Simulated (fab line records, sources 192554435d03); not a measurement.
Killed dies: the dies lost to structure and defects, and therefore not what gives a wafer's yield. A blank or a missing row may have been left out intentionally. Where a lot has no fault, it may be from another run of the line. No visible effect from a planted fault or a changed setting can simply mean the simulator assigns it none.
fab line records    flow n5-finfet
[record] lots = 7  wafers = 39
route steps=1938 shown BEOL_M0_SAQP@654 BEOL_M5@1191 BEOL_M11@1536
start-h: hours from the record's first day to the start of the lot's first wafer shown    wait-h: hours elapsed since this lot's preceding step    " repeats the value in the row above    L1.1+2: several wafers, shown together as one row    - value missing, or start not given    * or withheld: withheld    < > ~ a bound
route shown NAME@n: names a module that has steps shown in the file, with the first one's number in the route    usual: the fault-free wafers' mean and standard deviation    same: alike in all rows    chamber/n: place in a boat    sites: the reading at each site    _std_site: standard deviation of those values    _edge_site: mean of outer sites minus mean of inner sites    radius-mm: how far each site lies from the wafer's centre    mask NAME#n: copy n    behind: the most recent tool/chamber to have shaped the wafer    hold: why the lot went on hold/how many hours it stayed there/how the hold came to an end    device: transistor that didn't switch, given as n, p or np    end of line: the same wafers' tests at the end of the route    a step without rows: its recipe alone    killed: at the first sort, the dies lost to defects and structure; wafer yield is something else    map: per-die view of a wafer (x killed, . not killed, _ where there is no die)
set.NAME: the setting as run; set.NAME@STEP: as run at that earlier step    model.NAME: the simulator's own value behind a step, which no gauge read
lots where settings were altered on purpose, with a table for each step and a row for each wafer
[[steps]]
[step N5_BEOL_M0_SAQP_ETCH_84]
[recipe] chemistry = N2/H2  target = SOC  target-depth-a = 1000  overetch-a = 200  mask-material = SiARC  temp-c = 40  time-s = 150  ion-energy-ev = 200  pressure-mtorr = 30  source-w = 840  bias-w = 150  n2-flow-sccm = 200  h2-flow-sccm = 200
lot.wafer  tool         chamber  start-h  wait-h  set.time-s  model.etch.depth-nm  model.SiARC_of_BEOL_M0_SAQP_COAT_82.thk-nm
L074.1     rie-diel-04  1        146.06   0.0     150         99.4                 24.4
L074.2     "            0        "        "       150         99.11                24.6
L074.3     "            2        "        "       150         99.27                24.4
L074.4     "            3        "        "       150         99.2                 24
L074.5     "            2        "        "       150         99.07                24.4
L074.6     "            1        "        "       150         99.82                24.2
L078.1     rie-diel-05  1        146.50   0.0     150         99.82                24.4
L078.2     "            3        "        "       187.2       99.77                23.2
L078.3     "            2        "        "       187.2       99.33                22.8
L078.4     "            0        "        "       187.2       99.51                22.8
L078.5     "            3        "        "       150         99.54                24.6
L078.6     "            0        "        "       150         99.55                24.4
L082.1     rie-diel-04  2        151.63   0.0     85.05       65.54                27
L082.2     "            1        "        "       150         100.1                24.4
L082.3     "            0        "        "       150         99.93                24.8
L082.4     "            3        "        "       150         100.1                24.2
L082.5     "            0        "        "       85.05       64.17                27.2
L082.6     "            1        "        "       85.05       66.75                27
L081.2     rie-diel-05  2        155.46   0.0     150         100.4                24.4
L081.4     "            1        "        "       150         100.1                24.4
L081.5     "            0        "        "       150         100.3                24.4
L084.1     rie-diel-02  2        167.90   0.0     150         100.2                24.2
L084.2     "            1        "        "       150         99.71                24.6
L084.3     "            3        "        "       150         100.1                24.4
L084.4     "            2        "        "       150         99.91                24.2
L084.5     "            3        "        "       150         99.77                24.6
L084.6     "            1        "        "       150         99.91                24.6
L091.1     rie-diel-05  3        212.67   0.0     189         100.2                22.8
L091.2     "            1        "        "       150         100.1                24.4
L091.3     "            2        "        "       150         100                  24.2
L091.4     "            0        "        "       189         100.4                23
L091.5     "            3        "        "       189         100.1                23
L091.6     "            2        "        "       150         99.96                24.4
L093.1     rie-diel-02  3        224.82   0.0     150         99.92                24.2
L093.2     "            1        "        "       82.3        63.64                27
L093.3     "            0        "        "       150         99.89                24.6
L093.4+6   "            0,1      "        "       82.3        63.91                27
L093.5     "            3        "        "       150         100                  24.2
[step N5_BEOL_M0_SAQP_STRIP_80]
[recipe] chemistry = N2/H2  temp-c = 40  n2-flow-sccm = 200  h2-flow-sccm = 200  rf-frequency-hz = 6e+07
[step N5_BEOL_M0_SAQP_HM_OPEN_112]
[recipe] chemistry = CHF3/O2  target = SiO2  stop-on = a-Si  target-depth-a = 120  over-etch-frac = 1.25  mask-material = SOC  time-s = 13.5  pressure-mtorr = 30  source-w = 650  bias-w = 170  Ar_flow_sccm = 200  CHF3_flow_sccm = 50  O2_flow_sccm = 5  ion-energy-ev = 200  ends = end-point
lot.wafer  tool         chamber  start-h  wait-h  set.time-s@BEOL_M0_SAQP_ETCH_84  model.SiARC_of_BEOL_M0_SAQP_COAT_82.thk-nm
L074.1+6   rie-diel-04  1        146.17   0.0     150                              5
L074.2+5   "            0,2      "        "       150                              5.8
L074.3     "            2        "        "       150                              5.6
L074.4     "            3        "        "       150                              4.2
L078.1+6   rie-diel-05  1,0      146.60   0.0     150                              5.2
L078.2     "            3        "        "       187.2                            4.8
L078.3     "            2        "        "       187.2                            3.8
L078.4     "            0        "        "       187.2                            3.6
L078.5     "            3        "        "       150                              6.2
L082.1     rie-diel-04  2        151.73   0.0     85.05                            8.2
L082.2     "            1        "        "       150                              5.2
L082.3     "            0        "        "       150                              6.2
L082.4     "            3        "        "       150                              4.4
L082.5     "            0        "        "       85.05                            8.6
L082.6     "            1        "        "       85.05                            7.6
L081.2     rie-diel-05  2        155.57   0.0     150                              5.6
L081.4     "            1        "        "       150                              5
L081.5     "            0        "        "       150                              5.4
L084.1     rie-diel-02  2        168.00   0.0     150                              5
L084.2+3   "            1,3      "        "       150                              5.8
L084.4     "            2        "        "       150                              5.2
L084.5+6   "            3,1      "        "       150                              6
L091.1+4   rie-diel-05  3,0      212.78   0.0     189                              3.8
L091.2     "            1        "        "       150                              5
L091.3+6   "            2        "        "       150                              5.4
L091.5     "            3        "        "       189                              3.6
L093.1+5   rie-diel-02  3        224.93   0.0     150                              4.4
L093.2     "            1        "        "       82.3                             8.4
L093.3     "            0        "        "       150                              5.8
L093.4     "            0        "        "       82.3                             8.2
L093.6     "            1        "        "       82.3                             8.6
[step N5_BEOL_M0_SAQP_STRIP_113]
[recipe] chemistry = CHF3/O2  resist = SiARC  rf-frequency-hz = 6e+07
[step N5_BEOL_M0_SAQP_MANDREL_ETCH_20]
[recipe] target-depth-a = 600  chemistry = HBr/Cl2  target = a-Si  stop-on = SiNx  bt-time-s = 10  mask-material = SOC  over-etch-frac = 0.5  time-s = 30  pressure-mtorr = 10  icp-w = 800  bias-w = 75  HBr_flow_sccm = 150  Cl2_flow_sccm = 80  ends = end-point
[usual] oes-product-au = 0.774/0.015
lot.wafer  tool       chamber  start-h  wait-h  set.time-s@BEOL_M0_SAQP_ETCH_84  oes-product-au
L074.1     rie-si-06  0        146.25   0.0     150                              0.777
L074.2     "          1        "        "       150                              0.742
L074.3     "          2        "        "       150                              0.755
L074.4     "          3        "        "       150                              0.767
L074.5     "          0        "        "       150                              0.781
L074.6     "          3        "        "       150                              0.761
L078.1     rie-si-01  0        146.69   0.0     150                              0.764
L078.2     "          2        "        "       187.2                            0.748
L078.3     "          1        "        "       187.2                            0.796
L078.4     "          3        "        "       187.2                            0.759
L078.5     "          0        "        "       150                              0.783
L078.6     "          3        "        "       150                              0.759
L082.1     rie-si-06  2        151.82   0.0     85.05                            0.320
L082.2     "          3        "        "       150                              0.765
L082.3     "          0        "        "       150                              0.774
L082.4     "          1        "        "       150                              0.751
L082.5     "          3        "        "       85.05                            0.316
L082.6     "          0        "        "       85.05                            0.327
L081.2     rie-si-02  3        155.65   0.0     150                              0.802
L081.4     "          1        "        "       150                              0.794
L081.5     "          2        "        "       150                              0.792
L084.1     rie-si-01  2        168.09   0.0     150                              0.772
L084.2     "          0        "        "       150                              0.786
L084.3     "          1        "        "       150                              0.794
L084.4     "          3        "        "       150                              0.784
L084.5     "          0        "        "       150                              0.799
L084.6     "          3        "        "       150                              0.780
L091.1     rie-si-06  1        212.86   0.0     189                              0.752
L091.2     "          3        "        "       150                              0.750
L091.3     "          0        "        "       150                              0.775
L091.4     "          2        "        "       189                              0.770
L091.5     "          0        "        "       189                              0.770
L091.6     "          1        "        "       150                              0.746
L093.1     rie-si-01  0        225.01   0.0     150                              0.784
L093.2     "          3        "        "       82.3                             0.320
L093.3     "          2        "        "       150                              0.770
L093.4     "          1        "        "       82.3                             0.329
L093.5     "          0        "        "       150                              0.796
L093.6     "          3        "        "       82.3                             0.319
[step N5_BEOL_M0_SAQP_STRIP_86]
[recipe] chemistry = N2/H2  power-w = 500  temp-c = 40  pressure-mtorr = 50  rf-frequency-hz = 6e+07  overash-fraction = 0.3  bias-power-w = 28  h2-frac = 0.5  n2-flow-sccm = 300  h2-flow-sccm = 300
[step N5_BEOL_M0_SAQP_STRIP_115]
[recipe] chemistry = post-etch-residue-remover  time-s = 60  temp-c = 25  remover-ph = withheld  remover-water-wt-pct = withheld  remover-fluoride-wt-pct = withheld
[step N5_BEOL_M0_SAQP_SPACER1_ALD_98]
[recipe] material = SiO2  target-thk-a = 128  temp-c = 300  ald-precursor-family = BDEAS  ald-co-reactant = O2-plasma  pulse-time-s = 1  purge-time-s = 2  co-reactant-purge-time-s = 2  ald-cycles = 138  pressure-torr = 2
[step N5_BEOL_M0_SAQP_SPACER1_ETCHBACK_99]
[recipe] chemistry = CHF3/O2  mode = anisotropic-etchback  target = SiO2  target-depth-a = 154  time-s = 7.7  pressure-mtorr = 30  source-w = 650  bias-w = 170  Ar_flow_sccm = 200  CHF3_flow_sccm = 50  O2_flow_sccm = 5  ion-energy-ev = 200
[step N5_BEOL_M0_SAQP_MANDREL1_REMOVE_100]
[recipe] chemistry = HBr/Cl2/O2  bt-time-s = 10  target = a-Si  stop-on = SiNx  endpoint = OES-SiCl  over-etch-frac = 0.85  icp-w = 600  bias-w = 30  HBr_flow_sccm = 150  Cl2_flow_sccm = 80  O2_flow_sccm = 5  pressure-mtorr = 10
[usual] oes-product-au = 1.003/0.021
lot.wafer  tool       chamber  start-h  wait-h  set.time-s@BEOL_M0_SAQP_ETCH_84  oes-product-au  model.BEOL_M0_SAQP.cd-nm
L074.1     rie-si-01  1        147.53   0.1     150                              1.041           13
L074.2     "          2        "        "       150                              0.989           12.6
L074.3     "          3        "        "       150                              0.964           12.8
L074.4     "          0        "        "       150                              1.013           12.8
L074.5     "          2        "        "       150                              0.989           12.6
L074.6     "          3        "        "       150                              0.969           12.8
L078.1     rie-si-02  2        148.31   0.1     150                              0.989           12.8
L078.2     "          1        "        "       187.2                            1.023           12.8
L078.3     "          3        "        "       187.2                            1.017           13
L078.4     "          0        "        "       187.2                            1.012           12.8
L078.5     "          3        "        "       150                              1.024           13
L078.6     "          0        "        "       150                              1.006           12.8
L082.1     rie-si-01  0        154.54   0.1     85.05                            0.383           42.4
L082.2     "          3        "        "       150                              0.975           13
L082.3     "          2        "        "       150                              0.983           12.8
L082.4     "          1        "        "       150                              1.033           13
L082.5     "          0        "        "       85.05                            0.382           42.6
L082.6     "          1        "        "       85.05                            0.393           42.6
L081.2     rie-si-02  0        157.68   0.1     150                              1.016           13
L081.4     "          3        "        "       150                              1.014           12.8
L081.5     "          1        "        "       150                              1.022           12.8
L084.1     rie-si-01  3        169.73   0.1     150                              0.978           12.8
L084.2     "          1        "        "       150                              1.040           12.8
L084.3     "          0        "        "       150                              1.006           12.8
L084.4     "          2        "        "       150                              0.973           12.6
L084.5     "          0        "        "       150                              1.013           12.8
L084.6     "          3        "        "       150                              0.970           12.8
L091.1     rie-si-06  2        214.04   0.1     189                              0.995           13
L091.2     "          1        "        "       150                              0.971           13
L091.3     "          0        "        "       150                              1.017           13
L091.4     "          3        "        "       189                              0.981           13
L091.5     "          1        "        "       189                              0.981           13
L091.6     "          2        "        "       150                              0.995           13
L093.1     rie-si-02  0        226.19   0.1     150                              1.009           13
L093.2     "          1        "        "       82.3                             0.381           44.4
L093.3     "          3        "        "       150                              1.023           13
L093.4     "          2        "        "       82.3                             0.378           43.2
L093.5     "          3        "        "       150                              1.010           13
L093.6     "          2        "        "       82.3                             0.369           43.2
[step N5_BEOL_M5_DEP_56]
[recipe] material = SiCN  target-thk-a = 80  temp-c = withheld  precursor = 3MS/NH3  pressure-torr = 3  rf-w = 202  time-s = 14
lot.wafer     tool      chamber  start-h  wait-h  set.target-thk-a  model.SiCN_of_BEOL_M5_DEP_56.thk-nm
L074.1+3+6    pecvd-03  1,2,2    213.17   0.0     80                7.8
L074.2+4+5    "         0,0,1    "        "       108               10.8
L081.2        pecvd-02  2        228.37   0.0     80                7.8
L081.4+5      "         2,1      "        "       80                8
L082.1+3      pecvd-02  2,1      230.72   0.0     80                7.8
L082.2+5      "         0,2      "        "       117.5             11.6
L082.4        "         1        "        "       80                8
L082.6        "         0        "        "       117.5             11.8
L078.1+4      pecvd-01  0        257.97   0.0     80                8
L078.2+5+6    "         1,2,1    "        "       80                7.8
L078.3        "         2        "        "       80                7.6
L084.1+3      pecvd-02  2,0      262.78   0.0     118.4             11.8
L084.2+4+5    "         1,1,0    "        "       80                8
L084.6        "         2        "        "       118.4             12
L091.1+2+3+4  pecvd-01  1,2,0,0  310.97   0.0     80                8
L091.5+6      "         1,2      "        "       80                8.2
L093.1+4      pecvd-03  0,1      316.67   0.0     56.16             5.6
L093.2+3+6    "         2,1,2    "        "       80                8
L093.5        "         0        "        "       56.16             5.8
[step N5_BEOL_M11_ILD_DEP_00]
[recipe] material = SiCOH_lowk  target-thk-a = 3085.1  temp-c = 300  precursor = DEMS/porogen  pressure-torr = 5  rf-w = 500  time-s = 58
lot.wafer  tool      chamber  start-h  wait-h  set.target-thk-a  model.SiCOH_lowk_of_BEOL_M11_ILD_DEP_00.thk-nm
L074.1     pecvd-02  1        262.33   0.0     3085.1            309.6
L074.2     "         0        "        "       3085.1            308.4
L074.3     "         2        "        "       3085.1            303.2
L074.4     "         2        "        "       3652              365.8
L074.5     "         0        "        "       3652              373.4
L074.6     "         1        "        "       3652              372.2
L082.1     pecvd-01  1        272.93   0.0     3085.1            306.8
L082.2+3   "         2,0      "        "       3085.1            306
L082.4     "         2        "        "       3085.1            308.2
L082.5     "         1        "        "       3085.1            313
L082.6     "         0        "        "       3085.1            310.4
L081.2     pecvd-02  1        275.96   0.0     3085.1            304
L081.4     "         0        "        "       3085.1            310.4
L081.5     "         1        "        "       3085.1            308.8
L078.1     pecvd-02  2        302.16   0.0     1433              142.6
L078.2     "         1        "        "       3085.1            313.4
L078.3     "         0        "        "       1433              146
L078.4     "         1        "        "       3085.1            315.6
L078.5     "         2        "        "       3085.1            307.4
L078.6     "         0        "        "       1433              146.2
L084.1     pecvd-04  1        311.36   0.0     3085.1            306.8
L084.2     "         0        "        "       3085.1            305.4
L084.3     "         0        "        "       3085.1            312.2
L084.4     "         1        "        "       3085.1            311.6
L084.5     "         1        "        "       3085.1            312.6
L084.6     "         0        "        "       3085.1            316.8
L091.1     pecvd-04  1        351.37   0.0     1609              168.8
L091.2     "         2        "        "       3085.1            310.8
L091.3     "         0        "        "       1609              165
L091.4     "         1        "        "       3085.1            318.6
L091.5     "         2        "        "       3085.1            317.6
L091.6     "         0        "        "       1609              168.6
L093.1     pecvd-02  2        359.98   0.0     3085.1            304
L093.2     "         0        "        "       1919              188.6
L093.3     "         1        "        "       3085.1            302
L093.4     "         0        "        "       1919              191.2
L093.5     "         1        "        "       3085.1            307
L093.6     "         2        "        "       1919              190
[step N5_BEOL_M11_CURE_71]
[recipe] temp-c = 385  time-s = 240  ambient = He/Ar  material = SiCOH_lowk
lot.wafer  tool        chamber  start-h  wait-h  set.target-thk-a@BEOL_M11_ILD_DEP_00  model.SiCOH_lowk_of_BEOL_M11_ILD_DEP_00.thk-nm
L074.1     uv-cure-01  0        262.46   0.1     3085.1                                269
L074.2     "           0        "        "       3085.1                                267.8
L074.3     "           0        "        "       3085.1                                263.4
L074.4     "           0        "        "       3652                                  318.8
L074.5     "           0        "        "       3652                                  325.6
L074.6     "           0        "        "       3652                                  324.4
L082.1     uv-cure-02  2        273.01   0.0     3085.1                                266.6
L082.2+3   "           2        "        "       3085.1                                265.8
L082.4     "           2        "        "       3085.1                                267.6
L082.5     "           2        "        "       3085.1                                271.8
L082.6     "           2        "        "       3085.1                                269.6
L081.2     uv-cure-03  2        276.11   0.1     3085.1                                264
L081.4     "           2        "        "       3085.1                                269.6
L081.5     "           2        "        "       3085.1                                268.2
L078.1     uv-cure-02  2        302.72   0.5     1433                                  122.8
L078.2     "           2        "        "       3085.1                                272.4
L078.3+6   "           2        "        "       1433                                  125.8
L078.4     "           2        "        "       3085.1                                274.4
L078.5     "           2        "        "       3085.1                                267
L084.1     uv-cure-02  0        311.47   0.1     3085.1                                266.4
L084.2     "           0        "        "       3085.1                                265.2
L084.3     "           0        "        "       3085.1                                271.2
L084.4     "           0        "        "       3085.1                                270.6
L084.5     "           0        "        "       3085.1                                271.6
L084.6     "           0        "        "       3085.1                                275.4
L091.1     uv-cure-02  0        351.53   0.1     1609                                  145.4
L091.2     "           0        "        "       3085.1                                270
L091.3     "           0        "        "       1609                                  142.2
L091.4     "           0        "        "       3085.1                                276.8
L091.5     "           0        "        "       3085.1                                276
L091.6     "           0        "        "       1609                                  145.2
L093.1     uv-cure-01  2        360.06   0.0     3085.1                                264
L093.2     "           2        "        "       1919                                  162.8
L093.3     "           2        "        "       3085.1                                262.4
L093.4     "           2        "        "       1919                                  165
L093.5     "           2        "        "       3085.1                                266.6
L093.6     "           2        "        "       1919                                  164
[step N5_BEOL_M11_THK_MEAS_01]
[recipe] reads = SiCOH_lowk_of_BEOL_M11_ILD_DEP_00
[usual] M11_ILD_THK = 268/4.2
lot.wafer  tool           chamber  start-h  wait-h  set.target-thk-a@BEOL_M11_ILD_DEP_00  M11_ILD_THK[nm]
L074.1     film-metro-01  -        262.97   0.4     3085.1                                269
L074.2     "              -        "        "       3085.1                                268
L074.3     "              -        "        "       3085.1                                263
L074.4     "              -        "        "       3652                                  319
L074.5     "              -        "        "       3652                                  326
L074.6     "              -        "        "       3652                                  325
L082.1     film-metro-02  -        273.52   0.4     3085.1                                267
L082.2     "              -        "        "       3085.1                                266
L082.3     "              -        "        "       3085.1                                266
L082.4     "              -        "        "       3085.1                                268
L082.5     "              -        "        "       3085.1                                272
L082.6     "              -        "        "       3085.1                                270
L081.2     film-metro-01  -        276.55   0.4     3085.1                                264
L081.4     "              -        "        "       3085.1                                269
L081.5     "              -        "        "       3085.1                                268
L078.1     film-metro-02  -        303.71   0.8     1433                                  123
L078.2     "              -        "        "       3085.1                                272
L078.3     "              -        "        "       1433                                  126
L078.4     "              -        "        "       3085.1                                274
L078.5     "              -        "        "       3085.1                                267
L078.6     "              -        "        "       1433                                  126
L084.1     film-metro-01  -        311.98   0.4     3085.1                                266
L084.2     "              -        "        "       3085.1                                265
L084.3     "              -        "        "       3085.1                                271
L084.4     "              -        "        "       3085.1                                270
L084.5     "              -        "        "       3085.1                                272
L084.6     "              -        "        "       3085.1                                275
L091.1     film-metro-01  -        352.04   0.4     1609                                  145
L091.2     "              -        "        "       3085.1                                270
L091.3     "              -        "        "       1609                                  142
L091.4     "              -        "        "       3085.1                                277
L091.5     "              -        "        "       3085.1                                276
L091.6     "              -        "        "       1609                                  145
L093.1     film-metro-02  -        360.57   0.4     3085.1                                264
L093.2     "              -        "        "       1919                                  163
L093.3     "              -        "        "       3085.1                                262
L093.4     "              -        "        "       1919                                  165
L093.5     "              -        "        "       3085.1                                267
L093.6     "              -        "        "       1919                                  164
[[key]]
[split] step = N5_BEOL_M0_SAQP_ETCH_84  setting = time-s  stated = 150  by = wafer
[response] step = N5_BEOL_M0_SAQP_ETCH_84  reading = model.etch.depth-nm  shape = bent  at-lowest = 63.82  at-stated = 99.82  at-highest = 100.2
[response] step = N5_BEOL_M0_SAQP_ETCH_84  reading = model.SiARC_of_BEOL_M0_SAQP_COAT_82.thk-nm  change = -0.0591  per = 1%  r = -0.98
[response] step = N5_BEOL_M0_SAQP_HM_OPEN_112  reading = model.SiARC_of_BEOL_M0_SAQP_COAT_82.thk-nm  change = -0.0692  per = 1%  r = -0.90
[response] step = N5_BEOL_M0_SAQP_MANDREL_ETCH_20  reading = oes-product-au  shape = bent  at-lowest = 0.323  at-stated = 0.774  at-highest = 0.764
[response] step = N5_BEOL_M0_SAQP_MANDREL1_REMOVE_100  reading = oes-product-au  shape = bent  at-lowest = 0.376  at-stated = 1.001  at-highest = 0.986
[response] step = N5_BEOL_M0_SAQP_MANDREL1_REMOVE_100  reading = model.BEOL_M0_SAQP.cd-nm  shape = bent  at-lowest = 43.6  at-stated = 12.86  at-highest = 13
[split] step = N5_BEOL_M5_DEP_56  setting = target-thk-a  stated = 80  by = wafer
[response] step = N5_BEOL_M5_DEP_56  reading = model.SiCN_of_BEOL_M5_DEP_56.thk-nm  change = +0.0814  per = 1%  r = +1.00
[split] step = N5_BEOL_M11_ILD_DEP_00  setting = target-thk-a  stated = 3085.1  by = wafer
[response] step = N5_BEOL_M11_ILD_DEP_00  reading = model.SiCOH_lowk_of_BEOL_M11_ILD_DEP_00.thk-nm  change = +3.11  per = 1%  r = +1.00
[response] step = N5_BEOL_M11_CURE_71  reading = model.SiCOH_lowk_of_BEOL_M11_ILD_DEP_00.thk-nm  change = +2.73  per = 1%  r = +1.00
[response] step = N5_BEOL_M11_THK_MEAS_01  reading = M11_ILD_THK  change = +2.73  per = 1%  r = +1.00
